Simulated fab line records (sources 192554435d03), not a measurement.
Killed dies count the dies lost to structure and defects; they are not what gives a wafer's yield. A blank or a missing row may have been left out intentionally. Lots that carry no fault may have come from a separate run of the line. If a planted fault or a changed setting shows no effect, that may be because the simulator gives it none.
fab line records ; flow n5_finfet ; part 2 of 2: steps 5 to 6 of 6
record: lots: 19; wafers: 57; last_day: 19
route steps=1938 shown BEOL_M4@1111 BEOL_M5@1130
lots that met no fault: taken from a fault-free run of the same line
start_h: start of the lot's first displayed wafer, in hours after the record's first day ; wait_h: hours since the lot's step before ; " same as the row above ; L1.1+2: several wafers, shown together as one row ; - no value present, or no start provided ; * or withheld: withheld ; < > ~ a bound
route shown NAME@n: NAME is a module with steps in the file, n the number in the route of the first one ; usual: mean/standard deviation of fault-free wafers ; same: alike in all rows ; chamber/n: place in a boat ; sites: each site's reading ; _std_site: their standard deviation ; _edge_site: mean of outer sites minus mean of inner sites ; radius_mm: for every site, how far away it sits from the centre of the wafer ; mask NAME#n: copy n ; behind: the most recent tool/chamber to have shaped the wafer ; hold: why the lot went on hold/how many hours it stayed there/how the hold came to an end ; device: transistor that didn't switch, given as n, p or np ; end of line: at the end of the route, the tests of the same wafers ; where a step has no rows: the recipe by itself ; killed: dies that structure and defects cost at the first sort, which is not the same as the wafer's yield ; map: the dies of a wafer, with x for killed, . for not killed, _ for no die there
set.NAME: setting as actually run; set.NAME@STEP: the setting as run at that earlier step ; model.NAME: the simulator's own value behind a step, which no gauge read
one table for each step of the route and one row for each wafer, over a sample of lots
services: the hour from which a tool's chamber was out of use, counted from the record's first day as start_h (under 0 if before that day), plus the number of hours and why
== steps ==
step: N5_BEOL_M5_ETCH_75
recipe: chemistry: N2/H2; target: underlayer; target_depth_a: 65; mask_material: CAR-EUV; time_s: 5.2; ion_energy_ev: 200; pressure_mtorr: 30; source_w: 840; bias_w: 150; n2_flow_sccm: 200; h2_flow_sccm: 200; ends: cleared
usual: chamber_pressure_mTorr: 30.00/0.042; drypump_motor_current_A: 5.5/0.51; etch_rf_on_time_s: 5.16/0.11; oes_product_au: 0.68/0.067; rf_vpp_V: 524.3/2.2; showerhead_plenum_p_Torr: 2.55/0.06; throttle_valve_pct: 17.89/0.21
lot.wafer;tool;chamber;start_h;wait_h;chamber_pressure_mTorr;drypump_motor_current_A;etch_rf_on_time_s;oes_product_au;rf_hours_counter_h;rf_vpp_V;showerhead_plenum_p_Torr;throttle_valve_pct
L074.1;rie_diel-06;1;170.52;0.0;29.96;5.5;5.04;0.64;171;525.1;2.64;18.01
L074.2;rie_diel-06;0;170.52;0.0;29.97;4.9;5.25;0.59;228;523.2;2.52;17.70
L074.3;rie_diel-06;3;170.52;0.0;30.01;6.3;4.93;0.85;1;523.8;2.52;17.83
L075.1;rie_diel-04;0;179.16;0.0;30.00;5.1;5.11;0.69;92;525.7;2.56;17.76
L075.2;rie_diel-04;2;179.16;0.0;30.02;5.0;5.10;0.73;70;520.0;2.46;17.88
L075.5;rie_diel-04;2;179.16;0.0;30.04;5.0;5.09;0.74;-;519.7;2.46;17.90
L076.1;rie_diel-04;0;184.40;0.0;29.98;5.1;5.09;0.69;93;522.7;2.56;17.75
L076.2;rie_diel-04;3;184.40;0.0;30.04;5.3;5.10;0.73;51;526.9;2.58;17.74
L076.5;rie_diel-04;3;184.40;0.0;30.01;5.3;5.10;0.72;-;525.1;2.58;17.75
L077.1;rie_diel-06;2;184.58;0.0;29.96;5.8;5.23;0.65;162;520.6;2.53;18.18
L077.2;rie_diel-06;0;184.58;0.0;29.96;4.9;5.28;0.59;231;521.9;2.52;17.68
L077.5;rie_diel-06;0;184.58;0.0;29.99;4.9;5.27;0.59;-;520.6;2.52;17.69
L078.1;rie_diel-02;0;196.15;0.0;29.99;5.3;5.42;0.59;209;523.1;2.52;18.24
L078.3;rie_diel-02;2;196.15;0.0;29.99;6.3;5.13;0.80;10;525.1;2.60;17.72
L078.6;rie_diel-02;2;196.15;0.0;30.02;6.4;5.16;0.81;-;524.2;2.60;17.75
L080.1;rie_diel-04;3;208.76;0.0;30.04;5.3;5.15;0.71;60;525.6;2.58;17.74
L080.2;rie_diel-04;2;208.76;0.0;30.09;5.0;5.13;0.73;80;523.2;2.45;17.91
L080.6;rie_diel-04;1;208.76;0.0;29.99;6.1;5.17;0.62;-;526.4;2.64;17.90
L083.1;rie_diel-02;0;221.22;0.0;30.02;5.3;5.40;0.58;216;525.5;2.52;18.29
L083.4;rie_diel-02;2;221.22;0.0;29.98;6.4;5.07;0.79;18;524.0;2.60;17.74
L083.6;rie_diel-02;0;221.22;0.0;30.06;5.3;5.40;0.59;-;525.3;2.52;18.26
L085.2;rie_diel-04;3;224.45;0.0;30.05;5.3;5.14;0.71;66;524.1;2.58;17.75
L085.4;rie_diel-04;2;224.45;0.0;30.05;5.0;5.09;0.72;86;521.8;2.45;17.94
L085.5;rie_diel-04;1;224.45;0.0;29.95;6.2;5.19;0.63;-;525.6;2.64;17.89
L086.1;rie_diel-02;3;250.18;0.0;29.99;5.0;5.30;0.62;190;529.4;2.65;17.83
L086.2;rie_diel-02;1;250.18;0.0;30.02;5.8;5.28;0.64;163;523.8;2.55;17.96
L086.6;rie_diel-02;2;250.18;0.0;30.04;6.4;5.08;0.79;-;524.4;2.59;17.75
L089.1;rie_diel-04;0;253.01;0.0;29.99;5.1;5.09;0.67;115;523.8;2.55;17.77
L089.5;rie_diel-04;0;253.01;0.0;29.93;5.1;5.11;0.66;-;523.6;2.55;17.78
L089.6;rie_diel-04;3;253.01;0.0;30.01;5.3;5.16;0.68;-;525.6;2.57;17.78
L087.4;rie_diel-02;1;256.40;0.0;29.96;5.7;5.23;0.65;164;523.9;2.55;17.97
L087.5;rie_diel-02;3;256.40;0.0;30.03;4.9;5.27;0.63;-;525.1;2.65;17.87
L087.6;rie_diel-02;2;256.40;0.0;30.03;6.3;5.13;0.78;-;522.5;2.59;17.78
L088.1;rie_diel-06;3;271.95;0.0;29.95;6.3;5.01;0.75;33;520.7;2.50;17.89
L088.3;rie_diel-06;2;271.95;0.0;30.01;5.8;5.21;0.63;191;523.4;2.52;18.21
L088.5;rie_diel-06;2;271.95;0.0;30.01;5.8;5.27;0.62;-;523.1;2.52;18.23
L091.2;rie_diel-06;1;273.78;0.0;29.99;5.5;5.15;0.62;203;526.4;2.62;18.09
L091.3;rie_diel-06;3;273.78;0.0;29.98;6.3;4.97;0.75;34;523.6;2.50;17.86
L091.4;rie_diel-06;2;273.78;0.0;30.02;5.8;5.24;0.62;191;523.1;2.52;18.26
L090.1;rie_diel-06;3;291.09;0.0;30.08;6.3;5.00;0.75;38;525.2;2.50;17.87
L090.2;rie_diel-06;1;291.09;0.0;29.99;5.5;5.09;0.62;209;525.1;2.62;18.11
L090.5;rie_diel-06;0;291.09;0.0;30.02;4.9;5.17;0.79;-;525.6;2.51;17.33
L092.1;rie_diel-06;2;299.39;0.0;29.94;5.8;5.25;0.61;199;523.2;2.52;18.26
L092.2;rie_diel-06;0;299.39;0.0;30.01;4.9;5.24;0.77;12;525.2;2.51;17.31
L092.6;rie_diel-06;3;299.39;0.0;29.99;6.3;4.99;0.75;-;522.3;2.50;17.88
L096.2;rie_diel-06;1;324.05;0.0;29.97;5.5;5.21;0.61;214;528.0;2.62;18.14
L096.5;rie_diel-06;1;324.05;0.0;29.88;5.5;5.13;0.62;-;526.3;2.62;18.11
L096.6;rie_diel-06;2;324.05;0.0;30.04;5.8;5.26;0.61;-;523.8;2.51;18.25
L094.1;rie_diel-04;1;324.33;0.0;30.10;6.1;5.10;0.62;210;525.1;2.63;17.95
L094.4;rie_diel-04;0;324.33;0.0;30.06;5.2;5.07;0.65;134;526.6;2.54;17.79
L094.5;rie_diel-04;0;324.33;0.0;29.95;5.1;5.04;0.66;-;525.1;2.54;17.81
L097.1;rie_diel-06;3;338.80;0.0;29.94;6.3;4.99;0.74;50;520.8;2.50;17.88
L097.3;rie_diel-06;2;338.80;0.0;29.99;5.8;5.23;0.62;207;524.9;2.51;18.26
L097.6;rie_diel-06;1;338.80;0.0;30.01;5.5;5.15;0.63;-;523.5;2.62;18.12
L095.2;rie_diel-04;2;348.75;0.0;30.00;5.0;5.13;0.68;123;521.4;2.43;17.99
L095.3;rie_diel-04;3;348.75;0.0;29.98;5.3;5.21;0.67;100;523.1;2.56;17.82
L095.6;rie_diel-04;2;348.75;0.0;29.99;5.0;5.09;0.68;-;518.2;2.44;17.97
step: N5_BEOL_M5_CURE_80
recipe: temp_c: 370; time_s: 120; ambient: DMADMS/He; material: SiCOH_lowk
usual: lamp_power_pct: 52.31/0.052; wafer_temp_C_max: 371.9/0.52
lot.wafer;tool;chamber;start_h;wait_h;lamp_power_pct;wafer_temp_C_max
L074.1;uv_cure-02;0;171.10;0.0;52.22;372.2
L074.2;uv_cure-02;0;171.10;0.0;52.27;372.1
L074.3;uv_cure-02;0;171.10;0.0;52.34;371.8
L075.1;uv_cure-03;1;179.75;0.0;52.39;371.6
L075.2;uv_cure-03;1;179.75;0.0;52.27;371.8
L075.5;uv_cure-03;1;179.75;0.0;52.20;372.0
L076.1;uv_cure-01;0;184.98;0.0;52.26;371.4
L076.2;uv_cure-01;0;184.98;0.0;52.34;371.0
L076.5;uv_cure-01;0;184.98;0.0;52.33;371.7
L077.1;uv_cure-02;0;185.16;0.0;52.32;372.1
L077.2;uv_cure-02;0;185.16;0.0;52.32;372.2
L077.5;uv_cure-02;0;185.16;0.0;52.38;371.6
L078.1;uv_cure-01;2;196.88;0.2;52.40;370.9
L078.3;uv_cure-01;2;196.88;0.2;52.30;371.2
L078.6;uv_cure-01;2;196.88;0.2;52.30;371.1
L080.1;uv_cure-03;0;209.34;0.0;52.29;372.8
L080.2;uv_cure-03;0;209.34;0.0;52.32;372.3
L080.6;uv_cure-03;0;209.34;0.0;52.38;372.9
L083.1;uv_cure-02;1;221.80;0.0;52.32;371.5
L083.4;uv_cure-02;1;221.80;0.0;52.33;371.4
L083.6;uv_cure-02;1;221.80;0.0;52.28;372.1
L085.2;uv_cure-02;0;225.08;0.1;52.26;371.7
L085.4;uv_cure-02;0;225.08;0.1;52.33;371.9
L085.5;uv_cure-02;0;225.08;0.1;52.28;371.5
L086.1;uv_cure-02;0;250.76;0.0;52.29;372.1
L086.2;uv_cure-02;0;250.76;0.0;52.27;372.7
L086.6;uv_cure-02;0;250.76;0.0;52.35;372.6
L089.1;uv_cure-01;2;253.59;0.0;52.27;371.5
L089.5;uv_cure-01;2;253.59;0.0;52.22;371.2
L089.6;uv_cure-01;2;253.59;0.0;52.27;371.2
L087.4;uv_cure-02;1;257.13;0.2;52.23;371.3
L087.5;uv_cure-02;1;257.13;0.2;52.27;371.7
L087.6;uv_cure-02;1;257.13;0.2;52.23;371.5
L088.1;uv_cure-03;0;272.53;0.0;52.39;372.8
L088.3;uv_cure-03;0;272.53;0.0;52.29;372.2
L088.5;uv_cure-03;0;272.53;0.0;52.27;372.3
L091.2;uv_cure-01;1;274.40;0.1;52.28;372.1
L091.3;uv_cure-01;1;274.40;0.1;52.29;371.2
L091.4;uv_cure-01;1;274.40;0.1;52.27;371.9
L090.1;uv_cure-02;2;291.67;0.0;52.31;371.8
L090.2;uv_cure-02;2;291.67;0.0;52.24;371.9
L090.5;uv_cure-02;2;291.67;0.0;52.23;372.0
L092.1;uv_cure-01;1;300.06;0.0;52.32;372.2
L092.2;uv_cure-01;1;300.06;0.0;52.34;372.7
L092.6;uv_cure-01;1;300.06;0.0;52.28;372.4
L096.2;uv_cure-02;2;324.67;0.1;52.39;372.0
L096.5;uv_cure-02;2;324.67;0.1;52.32;372.0
L096.6;uv_cure-02;2;324.67;0.1;52.37;372.0
L094.1;uv_cure-01;1;324.91;0.0;52.32;371.5
L094.4;uv_cure-01;1;324.91;0.0;52.42;371.8
L094.5;uv_cure-01;1;324.91;0.0;52.28;372.0
L097.1;uv_cure-01;1;339.38;0.0;52.40;371.7
L097.3;uv_cure-01;1;339.38;0.0;52.29;372.0
L097.6;uv_cure-01;1;339.38;0.0;52.26;372.5
L095.2;uv_cure-03;2;349.38;0.1;52.35;371.7
L095.3;uv_cure-03;2;349.38;0.1;52.32;372.1
L095.6;uv_cure-03;2;349.38;0.1;52.36;372.3
== services ==
tool;chamber;start_h;hours;kind
uv_cure-02;-;156.43;7.5;pm
uv_cure-01;-;157.25;4.5;pm
uv_cure-01;-;174.28;2.2;repair
rie_diel-06;-;177.84;0.6;repair
rie_diel-04;0;185.19;4.0;repair
uv_cure-02;-;192.92;22.2;pm
uv_cure-02;-;228.20;2.1;pm
rie_diel-06;3;235.37;2.3;repair
rie_diel-06;0;244.91;-;clean
rie_diel-06;0;244.91;-;consumable_replace:focus_ring
rie_diel-06;0;244.91;17.9;scheduled_down
rie_diel-06;0;244.91;17.9;vent_cycle
uv_cure-02;-;280.60;2.8;pm
rie_diel-06;1;295.74;3.9;repair
rie_diel-06;1;303.97;8.4;repair
uv_cure-03;-;310.72;1.0;pm
uv_cure-02;-;337.34;11.2;repair
rie_diel-06;0;337.93;3.2;repair
rie_diel-04;3;342.35;3.4;repair
rie_diel-02;0;344.87;-;clean
rie_diel-02;0;344.87;-;consumable_replace:focus_ring
rie_diel-02;0;344.87;15.9;scheduled_down
rie_diel-02;0;344.87;15.9;vent_cycle
rie_diel-02;3;347.28;2.8;repair
